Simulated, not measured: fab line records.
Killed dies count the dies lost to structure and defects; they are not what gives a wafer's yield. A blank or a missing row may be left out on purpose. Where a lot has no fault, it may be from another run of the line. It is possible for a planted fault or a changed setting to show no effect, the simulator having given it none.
fab line records	flow n5Finfet
[record] lots = 24	wafers = 72	lastDay = 17
route steps=1938 shown BEOL_M10@1515 BEOL_M11@1550
lots untouched by any fault: they come from a run of this same line in which no faults occurred
startH: hours from the record's first day to the start of the lot's first wafer shown	waitH: hours elapsed since this lot's preceding step	" the same as in the row above	L1.1+2: a single row standing in for several wafers	- no value, or no start was given	* or withheld: withheld	< > ~ a bound
route shown NAME@n: NAME is a module with steps in the file, n the number in the route of the first one	usual: mean/standard deviation taken from wafers without a fault	same: alike in all rows	chamber/n: place in a boat	sites: per-site readings	_std_site: standard deviation across them	_edge_site: inner sites' mean taken away from outer sites' mean	radiusMm: how far each site lies from the wafer's centre	mask NAME#n: copy n	behind: the most recent tool/chamber to have shaped the wafer	hold: why the lot went on hold/how many hours it stayed there/how the hold came to an end	device: which transistor (n, p or np) failed to switch	end of line: tests run on the same wafers once the route is complete	for a step that has no rows: nothing shown but its recipe	killed: dies lost to structure and defects at the first sort, not the wafer's yield	map: per-die view of a wafer (x killed, . not killed, _ where there is no die)
set.NAME: the setting that was run; set.NAME@STEP: the one run at that earlier step	model.NAME: the simulator's own value behind a step, which no gauge read
steps of the route over a sample of lots; a table a step, a row a wafer
services: a tool's chamber out of use, with start hour (startH, from the record's first day; less than 0 if before it), hours out, and reason
[[steps]]
[step N5_BEOL_M10_OCD_MEAS_38]
[usual] trenchDepthNm = 149/3.3
lot.wafer	tool	chamber	startH	waitH	trenchDepthNm
L074.1	ocd-01	-	215.46	-	148
L074.3	"	-	"	"	147
L074.6	"	-	"	"	147
L075.1	ocd-02	-	234.18	-	146
L075.4	"	-	"	"	154
L075.5	"	-	"	"	148
L077.2	ocd-01	-	234.23	-	148
L077.3	"	-	"	"	146
L077.6	"	-	"	"	151
L078.1	ocd-01	-	237.41	-	154
L078.5	"	-	"	"	153
L078.6	"	-	"	"	142
L076.4	ocd-01	-	237.97	-	150
L076.5	"	-	"	"	148
L076.6	"	-	"	"	147
L081.2	ocd-01	-	247.95	-	146
L081.3	"	-	"	"	148
L081.6	"	-	"	"	144
L079.1	ocd-02	-	249.62	-	150
L079.4	"	-	"	"	144
L079.5	"	-	"	"	150
L080.3	ocd-01	-	259.59	-	151
L080.4	"	-	"	"	145
L080.5	"	-	"	"	149
L082.3	ocd-01	-	263.61	-	146
L082.5	"	-	"	"	146
L082.6	"	-	"	"	151
L083.2	ocd-01	-	275.05	-	148
L083.3	"	-	"	"	147
L083.5	"	-	"	"	152
L084.2	ocd-01	-	294.10	-	148
L084.3	"	-	"	"	151
L084.5	"	-	"	"	149
L088.4	ocd-02	-	297.37	-	146
L088.5	"	-	"	"	151
L088.6	"	-	"	"	153
L085.1	ocd-01	-	297.63	-	142
L085.4	"	-	"	"	153
L085.5	"	-	"	"	150
L086.2	ocd-01	-	302.56	-	144
L086.3	"	-	"	"	151
L086.6	"	-	"	"	150
L087.1	ocd-02	-	313.67	-	142
L087.5	"	-	"	"	150
L087.6	"	-	"	"	149
L089.1	ocd-02	-	320.57	-	147
L089.3	"	-	"	"	154
L089.5	"	-	"	"	154
L090.4	ocd-02	-	323.68	-	152
L090.5	"	-	"	"	148
L090.6	"	-	"	"	149
L092.1	ocd-02	-	323.85	-	152
L092.2	"	-	"	"	153
L092.3	"	-	"	"	146
L091.2	ocd-02	-	323.90	-	141
L091.4	"	-	"	"	150
L091.6	"	-	"	"	149
L093.2	ocd-01	-	330.81	-	149
L093.4	"	-	"	"	141
L093.5	"	-	"	"	142
L094.1	ocd-01	-	350.67	-	153
L094.4	"	-	"	"	150
L094.5	"	-	"	"	150
L097.3	ocd-02	-	352.03	-	147
L097.4	"	-	"	"	149
L097.5	"	-	"	"	141
L096.2	ocd-01	-	355.16	-	146
L096.4	"	-	"	"	154
L096.5	"	-	"	"	145
L095.2	ocd-01	-	355.53	-	153
L095.5	"	-	"	"	143
L095.6	"	-	"	"	150
[step N5_BEOL_M11_OVL_MEAS_12]
[recipe] pointsPerWafer = 44
[usual] M11_OVL = 0.4/0.79
lot.wafer	tool	chamber	startH	waitH	M11_OVL[nm]
L074.1	overlay-02	0	220.39	0.0	1.2
L074.3	"	0	"	"	1.6
L074.6	"	0	"	"	1.7
L077.2	overlay-02	0	238.74	0.0	-2.3
L077.3	"	0	"	"	-0.9
L077.6	"	0	"	"	-2.0
L075.1	overlay-01	0	238.94	0.0	1.0
L075.4	"	0	"	"	1.5
L075.5	"	0	"	"	0.4
L078.1	overlay-01	0	241.98	0.0	-0.2
L078.5	"	0	"	"	-0.4
L078.6	"	0	"	"	-0.1
L076.4	overlay-02	0	243.08	0.0	1.0
L076.5	"	0	"	"	0.8
L076.6	"	0	"	"	1.2
L081.2	overlay-01	0	253.93	0.0	0.3
L081.3	"	0	"	"	-0.4
L081.6	"	0	"	"	0.5
L079.1	overlay-01	0	257.43	0.0	0.7
L079.4	"	0	"	"	1.1
L079.5	"	0	"	"	0.8
L080.3	overlay-01	0	266.70	0.0	-0.7
L080.4	"	0	"	"	0.5
L080.5	"	0	"	"	-0.2
L082.3	overlay-02	0	270.60	0.0	1.4
L082.5	"	0	"	"	1.1
L082.6	"	0	"	"	0.4
L083.2	overlay-02	0	281.18	0.0	0.2
L083.3	"	0	"	"	1.8
L083.5	"	0	"	"	0.6
L084.2	overlay-02	0	301.30	0.0	-0.2
L084.3	"	0	"	"	0.7
L084.5	"	0	"	"	-0.5
L088.4	overlay-01	0	304.60	0.0	0.3
L088.5	"	0	"	"	0.3
L088.6	"	0	"	"	-0.3
L085.1	overlay-01	0	304.86	0.0	0.1
L085.4	"	0	"	"	0.6
L085.5	"	0	"	"	0.9
L086.2	overlay-02	0	308.07	0.0	0.6
L086.3	"	0	"	"	0.7
L086.6	"	0	"	"	1.3
L087.1	overlay-01	0	317.65	0.0	1.2
L087.5	"	0	"	"	0.4
L087.6	"	0	"	"	0.6
L089.1	overlay-02	0	325.99	0.0	0.5
L089.3	"	0	"	"	0.4
L089.5	"	0	"	"	0.0
L090.4	overlay-01	0	328.33	0.0	0.2
L090.5	"	0	"	"	-0.1
L090.6	"	0	"	"	-0.7
L092.1	overlay-01	0	331.42	0.0	0.1
L092.2	"	0	"	"	-0.1
L092.3	"	0	"	"	1.0
L091.2	overlay-02	0	331.60	0.0	0.3
L091.4	"	0	"	"	-0.1
L091.6	"	0	"	"	0.1
L093.2	overlay-01	0	337.44	0.0	-0.8
L093.4	"	0	"	"	1.0
L093.5	"	0	"	"	-0.6
L094.1	overlay-01	0	355.44	0.0	1.4
L094.4	"	0	"	"	0.3
L094.5	"	0	"	"	0.5
L097.3	overlay-01	0	356.39	0.0	-1.3
L097.4	"	0	"	"	-0.4
L097.5	"	0	"	"	-1.0
L096.2	overlay-02	0	359.30	0.0	0.1
L096.4	"	0	"	"	-0.3
L096.5	"	0	"	"	0.3
L095.2	overlay-01	0	359.46	0.0	0.5
L095.5	"	0	"	"	0.7
L095.6	"	0	"	"	0.9
[step N5_BEOL_M11_STRIP_36]
[recipe] chemistry = N2/H2	powerW = 450	tempC = 40	pressureMtorr = 20	rfFrequencyHz = 6e+07	overashFraction = 0.3	biasPowerW = 7	h2Frac = 0.5	n2FlowSccm = 200	h2FlowSccm = 200
[usual] drypumpMotorCurrentA = 5.8/0.55	oesProductAu = 0.81/0.081	rfVppV = 59.2/1.9	showerheadPlenumPTorr = 2.51/0.068	throttleValvePct = 23.6/0.31
lot.wafer	tool	chamber	startH	waitH	drypumpMotorCurrentA	oesProductAu	rfHoursCounterH	rfVppV	showerheadPlenumPTorr	throttleValvePct
L074.1	rieDiel-01	0	224.74	0.0	6.0	0.72	168	62.7	2.52	23.7
L074.3	"	3	"	"	6.3	0.75	139	58.1	2.44	23.6
L074.6	"	1	"	"	5.7	0.67	-	58.8	2.38	23.7
L077.2	rieDiel-01	2	241.04	0.0	5.6	0.87	57	58.4	2.46	23.3
L077.3	"	0	"	"	6.0	0.72	175	63.2	2.51	23.6
L077.6	"	3	"	"	6.3	0.74	-	59.6	2.44	23.6
L075.1	rieDiel-03	3	241.41	0.0	6.4	0.87	44	60.2	2.50	23.7
L075.4	"	2	"	"	5.2	0.70	220	57.4	2.50	24.1
L075.5	"	3	"	"	6.4	0.86	-	57.4	2.50	23.7
L078.1	rieDiel-05	1	244.73	0.0	5.5	0.79	73	60.0	2.55	23.2
L078.5	"	0	"	"	6.4	0.77	-	55.7	2.46	24.0
L078.6	"	3	"	"	5.5	0.93	-	59.8	2.62	24.0
L076.4	rieDiel-01	0	245.02	0.0	6.0	0.72	-	59.3	2.51	23.7
L076.5	"	3	"	"	6.3	0.74	-	59.7	2.44	23.5
L076.6	"	2	"	"	5.6	0.85	-	59.1	2.46	23.3
L081.2	rieDiel-03	2	256.48	0.0	5.2	0.71	224	59.5	2.50	24.1
L081.3	"	0	"	"	6.5	0.93	7	59.5	2.48	23.2
L081.6	"	0	"	"	6.5	0.94	-	59.5	2.48	23.2
L079.1	rieDiel-03	2	260.09	0.0	5.2	0.71	224	59.5	2.50	24.0
L079.4	"	3	"	"	6.4	0.87	48	58.3	2.50	23.7
L079.5	"	3	"	"	6.4	0.85	-	59.2	2.50	23.7
L080.3	rieDiel-05	2	268.34	0.0	5.7	0.83	74	56.5	2.57	23.5
L080.4	"	1	"	"	5.5	0.78	80	61.0	2.55	23.2
L080.5	"	3	"	"	5.5	0.89	-	59.2	2.62	24.0
L082.3	rieDiel-01	3	274.69	0.0	6.4	0.72	155	54.0	2.44	23.6
L082.5	"	0	"	"	6.1	0.71	-	58.1	2.51	23.6
L082.6	"	3	"	"	6.3	0.72	-	61.9	2.44	23.6
L083.2	rieDiel-01	0	285.92	0.0	6.0	0.71	190	59.5	2.51	23.7
L083.3	"	1	"	"	5.7	0.96	11	56.7	2.70	23.3
L083.5	"	2	"	"	5.6	0.84	-	59.1	2.45	23.3
L084.2	rieDiel-03	2	303.73	0.0	5.2	0.70	237	59.3	2.49	24.1
L084.3	"	1	"	"	4.7	0.85	65	58.2	2.48	23.9
L084.5	"	1	"	"	4.7	0.85	-	62.7	2.48	23.9
L088.4	rieDiel-03	1	306.86	0.0	4.7	0.87	66	58.5	2.48	23.9
L088.5	"	3	"	"	6.4	0.84	-	60.0	2.49	23.8
L088.6	"	2	"	"	5.3	0.68	-	59.5	2.49	24.1
L085.1	rieDiel-01	3	306.90	0.0	6.3	0.74	161	62.9	2.43	23.6
L085.4	"	2	"	"	5.6	0.83	78	59.0	2.45	23.4
L085.5	"	0	"	"	6.1	0.72	-	59.2	2.51	23.7
L086.2	rieDiel-05	1	313.78	0.0	5.5	0.78	93	58.0	2.55	23.3
L086.3	"	3	"	"	5.5	0.88	52	61.1	2.61	24.0
L086.6	"	0	"	"	6.4	0.76	-	56.4	2.45	24.1
L087.1	rieDiel-01	0	319.22	0.0	6.0	0.70	201	58.2	2.50	23.7
L087.5	"	2	"	"	5.6	0.81	-	58.5	2.45	23.3
L087.6	"	1	"	"	5.7	0.90	-	60.1	2.69	23.3
L089.1	rieDiel-03	1	327.49	0.0	4.7	0.83	73	59.5	2.48	23.9
L089.3	"	2	"	"	5.2	0.69	244	61.6	2.49	24.1
L089.5	"	3	"	"	6.4	0.83	-	58.4	2.49	23.8
L090.4	rieDiel-05	3	330.61	0.0	5.5	0.89	-	61.9	2.61	24.0
L090.5	"	1	"	"	5.5	0.78	-	63.2	2.54	23.2
L090.6	"	2	"	"	5.7	0.81	-	58.0	2.56	23.5
L092.1	rieDiel-03	3	332.59	0.0	6.4	0.86	69	58.7	2.49	23.8
L092.2	"	0	"	"	6.5	0.90	29	55.8	2.47	23.2
L092.3	"	2	"	"	5.2	0.69	246	58.6	2.49	24.1
L091.2	rieDiel-03	0	333.12	0.0	6.6	0.92	29	58.4	2.47	23.2
L091.4	"	1	"	"	4.7	0.84	75	53.2	2.48	23.9
L091.6	"	1	"	"	4.7	0.82	-	54.1	2.48	23.9
L093.2	rieDiel-03	2	339.68	0.0	5.2	0.68	248	57.9	2.49	24.0
L093.4	"	0	"	"	6.5	0.90	31	59.5	2.47	23.2
L093.5	"	0	"	"	6.5	0.90	-	58.0	2.47	23.2
L097.3	rieDiel-01	0	360.89	0.0	6.0	0.69	215	59.7	2.50	23.7
L097.4	"	3	"	"	6.4	0.70	180	60.7	2.43	23.6
L097.5	"	0	"	"	6.0	0.69	-	59.4	2.50	23.7
L095.2	rieDiel-05	2	361.06	0.0	5.7	0.79	103	58.7	2.55	23.5
L095.5	"	0	"	"	6.4	0.74	-	60.4	2.45	24.1
L095.6	"	3	"	"	5.5	0.88	-	61.0	2.60	24.1
L094.1	rieDiel-05	2	361.77	0.0	5.7	0.81	103	58.9	2.55	23.5
L094.4	"	1	"	"	5.4	0.76	101	58.1	2.54	23.3
L094.5	"	0	"	"	6.4	0.74	-	57.9	2.45	24.1
L096.2	rieDiel-01	0	361.85	0.0	6.1	0.69	216	57.8	2.50	23.7
L096.4	"	2	"	"	5.6	0.81	95	61.7	2.44	23.4
L096.5	"	2	"	"	5.6	0.81	-	59.4	2.44	23.4
[step N5_BEOL_M11_PRE_CLEAN_45]
[recipe] gas = H2/He	timeS = 30	tempC = 250
[usual] heaterPowerW = 323/36
lot.wafer	tool	chamber	startH	waitH	heaterPowerW
L074.1	pvdSputter-02	-	225.71	0.0	258
L074.3	"	-	"	"	296
L074.6	"	-	"	"	255
L077.2	pvdSputter-02	-	241.89	0.0	289
L077.3	"	-	"	"	342
L077.6	"	-	"	"	339
L075.1	pvdSputter-01	-	242.26	0.0	352
L075.4	"	-	"	"	349
L075.5	"	-	"	"	345
L078.1	pvdSputter-01	-	245.92	0.0	357
L078.5	"	-	"	"	344
L078.6	"	-	"	"	359
L076.4	pvdSputter-01	-	246.08	0.0	350
L076.5	"	-	"	"	358
L076.6	"	-	"	"	352
L081.2	pvdSputter-03	-	257.60	0.0	366
L081.3	"	-	"	"	312
L081.6	"	-	"	"	277
L079.1	pvdSputter-02	-	260.89	0.0	254
L079.4	"	-	"	"	291
L079.5	"	-	"	"	289
L080.3	pvdSputter-02	-	270.03	0.0	294
L080.4	"	-	"	"	345
L080.5	"	-	"	"	295
L082.3	pvdSputter-02	-	275.56	0.0	349
L082.5	"	-	"	"	341
L082.6	"	-	"	"	261
L083.2	pvdSputter-02	-	287.08	0.0	250
L083.3	"	-	"	"	352
L083.5	"	-	"	"	251
L084.2	pvdSputter-03	-	304.57	0.0	320
L084.3	"	-	"	"	362
L084.5	"	-	"	"	370
L088.4	pvdSputter-03	-	307.92	0.0	331
L088.5	"	-	"	"	321
L088.6	"	-	"	"	357
L085.1	pvdSputter-02	-	308.69	0.0	302
L085.4	"	-	"	"	262
L085.5	"	-	"	"	291
L086.2	pvdSputter-01	-	314.95	0.0	344
L086.3	"	-	"	"	356
L086.6	"	-	"	"	355
L087.1	pvdSputter-02	-	320.36	0.0	350
L087.5	"	-	"	"	258
L087.6	"	-	"	"	337
L089.1	pvdSputter-02	-	330.74	0.0	262
L089.3	"	-	"	"	342
L089.5	"	-	"	"	339
L090.4	pvdSputter-02	-	331.70	0.0	257
L090.5	"	-	"	"	345
L090.6	"	-	"	"	333
L092.1	pvdSputter-01	-	334.10	0.0	350
L092.2	"	-	"	"	350
L092.3	"	-	"	"	337
L091.2	pvdSputter-01	-	334.18	0.0	351
L091.4	"	-	"	"	339
L091.6	"	-	"	"	365
L093.2	pvdSputter-02	-	340.54	0.0	253
L093.4	"	-	"	"	336
L093.5	"	-	"	"	286
L097.3	pvdSputter-02	-	361.68	0.0	348
L097.4	"	-	"	"	300
L097.5	"	-	"	"	354
L095.2	pvdSputter-03	-	361.92	0.0	276
L095.5	"	-	"	"	359
L095.6	"	-	"	"	329
L094.1	pvdSputter-01	-	364.20	0.0	350
L094.4	"	-	"	"	348
L094.5	"	-	"	"	348
L096.2	pvdSputter-02	-	364.22	0.0	261
L096.4	"	-	"	"	352
L096.5	"	-	"	"	352
[step N5_BEOL_M11_SURFACE_TREAT_76]
[recipe] gas = Ar	timeS = *	ionEnergyEv = *	ionCurrentMaCm2 = 0.5	pressureMtorr = *	arFlowSccm = 30
[usual] throttleValvePct = *
lot.wafer	tool	chamber	startH	waitH	throttleValvePct
L074.1	pvdSputter-03	-	226.08	0.2	*
L074.3	"	-	"	"	*
L074.6	"	-	"	"	*
L077.2	pvdSputter-02	-	242.48	0.4	*
L077.3	"	-	"	"	*
L077.6	"	-	"	"	*
L075.1	pvdSputter-03	-	242.83	0.4	*
L075.4	"	-	"	"	*
L075.5	"	-	"	"	*
L078.1	pvdSputter-01	-	246.54	0.4	*
L078.5	"	-	"	"	*
L078.6	"	-	"	"	*
L076.4	pvdSputter-01	-	246.62	0.3	*
L076.5	"	-	"	"	*
L076.6	"	-	"	"	*
L081.2	pvdSputter-02	-	258.02	0.2	*
L081.3	"	-	"	"	*
L081.6	"	-	"	"	*
L079.1	pvdSputter-01	-	261.28	0.2	*
L079.4	"	-	"	"	*
L079.5	"	-	"	"	*
L080.3	pvdSputter-02	-	270.47	0.2	*
L080.4	"	-	"	"	*
L080.5	"	-	"	"	*
L082.3	pvdSputter-02	-	275.94	0.2	*
L082.5	"	-	"	"	*
L082.6	"	-	"	"	*
L083.2	pvdSputter-03	-	287.52	0.2	*
L083.3	"	-	"	"	*
L083.5	"	-	"	"	*
L084.2	pvdSputter-01	-	304.91	0.2	*
L084.3	"	-	"	"	*
L084.5	"	-	"	"	*
L088.4	pvdSputter-02	-	308.73	0.4	*
L088.5	"	-	"	"	*
L088.6	"	-	"	"	*
L085.1	pvdSputter-02	-	309.31	0.4	*
L085.4	"	-	"	"	*
L085.5	"	-	"	"	*
L086.2	pvdSputter-02	-	315.48	0.3	*
L086.3	"	-	"	"	*
L086.6	"	-	"	"	*
L087.1	pvdSputter-02	-	320.72	0.2	*
L087.5	"	-	"	"	*
L087.6	"	-	"	"	*
L089.1	pvdSputter-02	-	331.12	0.2	*
L089.3	"	-	"	"	*
L089.5	"	-	"	"	*
L090.4	pvdSputter-02	-	332.08	0.2	*
L090.5	"	-	"	"	*
L090.6	"	-	"	"	*
L092.1	pvdSputter-01	-	334.48	0.2	*
L092.2	"	-	"	"	*
L092.3	"	-	"	"	*
L091.2	pvdSputter-02	-	334.60	0.2	*
L091.4	"	-	"	"	*
L091.6	"	-	"	"	*
L093.2	pvdSputter-01	-	343.94	3.2	*
L093.4	"	-	"	"	*
L093.5	"	-	"	"	*
L097.3	pvdSputter-03	-	362.28	0.2	*
L097.4	"	-	"	"	*
L097.5	"	-	"	"	*
L095.2	pvdSputter-03	-	362.32	0.2	*
L095.5	"	-	"	"	*
L095.6	"	-	"	"	*
L094.1	pvdSputter-02	-	364.56	0.2	*
L094.4	"	-	"	"	*
L094.5	"	-	"	"	*
L096.2	pvdSputter-01	-	364.60	0.2	*
L096.4	"	-	"	"	*
L096.5	"	-	"	"	*
[step N5_BEOL_M11_SPUTTER_48]
[recipe] material = Cu	targetThkA = 120	tempC = -20	biasV = 60	powerW = 26000	chamberPressurePa = 0.13	timeS = 2
[usual] biasV = 59.9/0.56	chuckGasFlowSccm = 1.27/0.056	throttleValvePct = 29.7/1.1
lot.wafer	tool	chamber	startH	waitH	biasV	chuckGasFlowSccm	throttleValvePct
L074.1	pvdSputter-02	-	226.37	0.2	59.1	1.19	30.4
L074.3	"	-	"	"	60.4	1.33	30.4
L074.6	"	-	"	"	61.4	1.31	30.0
L077.2	pvdSputter-03	-	243.07	0.1	59.8	1.30	29.6
L077.3	"	-	"	"	60.6	1.16	29.2
L077.6	"	-	"	"	60.3	1.26	29.2
L075.1	pvdSputter-03	-	243.59	0.4	59.3	1.20	27.6
L075.4	"	-	"	"	59.2	1.22	29.8
L075.5	"	-	"	"	59.7	1.24	29.6
L078.1	pvdSputter-01	-	246.86	0.2	59.6	1.18	30.5
L078.5	"	-	"	"	60.6	1.31	28.4
L078.6	"	-	"	"	60.8	1.35	31.6
L076.4	pvdSputter-01	-	247.02	0.2	60.6	1.25	30.4
L076.5	"	-	"	"	60.2	1.20	31.7
L076.6	"	-	"	"	60.5	1.28	30.7
L081.2	pvdSputter-02	-	258.25	0.1	60.2	1.27	30.3
L081.3	"	-	"	"	59.9	1.28	29.4
L081.6	"	-	"	"	59.4	1.15	30.5
L079.1	pvdSputter-01	-	261.50	0.1	60.3	1.24	31.6
L079.4	"	-	"	"	61.0	1.32	28.0
L079.5	"	-	"	"	60.3	1.23	28.2
L080.3	pvdSputter-02	-	270.71	0.1	59.9	1.32	29.1
L080.4	"	-	"	"	59.8	1.22	30.5
L080.5	"	-	"	"	59.8	1.34	30.1
L082.3	pvdSputter-03	-	276.18	0.1	60.7	1.26	29.1
L082.5	"	-	"	"	60.2	1.19	29.0
L082.6	"	-	"	"	60.2	1.27	30.3
L083.2	pvdSputter-02	-	288.02	0.2	60.2	1.30	30.0
L083.3	"	-	"	"	60.1	1.25	29.1
L083.5	"	-	"	"	58.6	1.33	29.3
L084.2	pvdSputter-01	-	305.09	0.1	59.6	1.22	30.6
L084.3	"	-	"	"	60.2	1.24	30.1
L084.5	"	-	"	"	60.8	1.29	28.3
L088.4	pvdSputter-03	-	309.36	0.3	59.8	1.29	27.7
L088.5	"	-	"	"	60.0	1.25	27.3
L088.6	"	-	"	"	60.8	1.28	29.9
L085.1	pvdSputter-02	-	309.53	0.1	60.4	1.30	30.2
L085.4	"	-	"	"	61.0	1.30	29.0
L085.5	"	-	"	"	60.7	1.27	29.2
L086.2	pvdSputter-03	-	316.74	0.9	60.7	1.36	29.0
L086.3	"	-	"	"	59.8	1.23	27.5
L086.6	"	-	"	"	58.8	1.37	28.1
L087.1	pvdSputter-01	-	320.94	0.1	59.5	1.19	30.7
L087.5	"	-	"	"	60.3	1.36	31.9
L087.6	"	-	"	"	60.2	1.23	30.7
L089.1	pvdSputter-02	-	331.48	0.3	59.2	1.26	30.0
L089.3	"	-	"	"	59.8	1.33	29.1
L089.5	"	-	"	"	59.5	1.17	30.1
L090.4	pvdSputter-02	-	332.40	0.2	59.6	1.29	29.0
L090.5	"	-	"	"	59.8	1.23	30.4
L090.6	"	-	"	"	59.5	1.23	30.0
L092.1	pvdSputter-02	-	334.68	0.1	59.8	1.36	29.2
L092.2	"	-	"	"	59.6	1.24	29.8
L092.3	"	-	"	"	60.9	1.21	30.2
L091.2	pvdSputter-02	-	334.86	0.2	61.4	1.13	30.0
L091.4	"	-	"	"	60.3	1.29	30.3
L091.6	"	-	"	"	60.3	1.20	30.0
L093.2	pvdSputter-01	-	344.28	0.2	59.6	1.24	30.5
L093.4	"	-	"	"	60.8	1.30	30.5
L093.5	"	-	"	"	59.6	1.22	30.7
L097.3	pvdSputter-03	-	362.52	0.1	60.6	1.24	29.6
L097.4	"	-	"	"	60.1	1.28	30.2
L097.5	"	-	"	"	58.9	1.33	30.2
L095.2	pvdSputter-03	-	362.64	0.2	59.3	1.20	27.5
L095.5	"	-	"	"	60.0	1.31	27.3
L095.6	"	-	"	"	59.6	1.23	29.7
L094.1	pvdSputter-01	-	364.76	0.1	59.4	1.27	31.8
L094.4	"	-	"	"	59.1	1.32	30.2
L094.5	"	-	"	"	60.5	1.34	28.6
L096.2	pvdSputter-01	-	364.84	0.1	59.2	1.28	31.7
L096.4	"	-	"	"	60.7	1.27	30.3
L096.5	"	-	"	"	60.0	1.23	31.7
[[services]]
tool	chamber	startH	hours	kind
rieDiel-03	0	214.92	-	clean
rieDiel-03	0	214.92	-	consumableReplace:focusRing
rieDiel-03	0	214.92	18.6	scheduledDown
rieDiel-03	0	214.92	18.6	ventCycle
rieDiel-05	3	215.50	3.4	repair
rieDiel-05	1	223.62	5.1	repair
rieDiel-01	1	235.70	-	clean
rieDiel-01	1	235.70	-	consumableReplace:focusRing
rieDiel-01	1	235.70	-	consumableReplace:showerhead
rieDiel-01	1	235.70	14.6	scheduledDown
rieDiel-01	1	235.70	14.6	ventCycle
rieDiel-01	3	248.54	4.6	repair
rieDiel-03	-	271.79	0.6	repair
pvdSputter-03	-	277.53	2.1	repair
rieDiel-05	2	312.96	1.2	repair
rieDiel-05	0	325.26	13.9	repair
rieDiel-05	1	332.19	21.8	repair
rieDiel-03	2	344.44	-	clean
rieDiel-03	2	344.44	-	consumableReplace:focusRing
rieDiel-03	2	344.44	12.0	scheduledDown
rieDiel-03	2	344.44	12.0	ventCycle
rieDiel-01	1	350.76	4.5	repair
rieDiel-03	3	355.96	5.1	repair
[[key]]
fault none
